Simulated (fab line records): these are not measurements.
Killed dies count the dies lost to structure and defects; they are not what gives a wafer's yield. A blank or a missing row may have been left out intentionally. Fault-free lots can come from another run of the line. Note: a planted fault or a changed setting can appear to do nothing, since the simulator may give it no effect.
Matching of chambers    flow nandHarc    4 sister chambers for NHARC_A_STAIRCASE_ETCH_313 on rieDiel-08
The step etches the open film in CF4/CHF3. 4 wafers are shown with their chamber, then 8 later ones without.

## WAFERS PAIRED WITH THEIR CHAMBERS
wafer   chamber  showerheadPlenumPTorr (Torr)
L088.2  0        1.67
L092.1  2        1.56
L092.5  1        1.70
L095.1  3        1.48

## WAFERS WHOSE CHAMBER IS MISSING
wafer   showerheadPlenumPTorr (Torr)
L095.3  1.70
L095.4  1.56
L096.2  1.56
L096.4  1.70
L096.6  1.47
L097.1  1.47
L097.3  1.70
L097.4  1.56

## EACH ONE'S CHAMBER
wafer   from the rows above  in truth
L095.3  1                    1
L095.4  2                    2
L096.2  2                    2
L096.4  1                    1
L096.6  3                    3
L097.1  3                    3
L097.3  1                    1
L097.4  2                    2
Correct placement for 8 of the 8. Can't be placed from these rows: 0. Number placed wrongly: 0.
How it was worked out, from the rows above alone: a wafer's distance from a chamber is the root of the sum, over the readings, of the square of ((its reading less the chamber's mean) divided by the reading's scatter). The wafer belongs to the nearest chamber; if the next one is less than 2 further off, it can't be placed. The mean given for a chamber averages the wafers shown for that chamber. The scatter: with one shown wafer a chamber, the root of the mean of the squares of how far each hidden wafer lies from its nearest shown one.
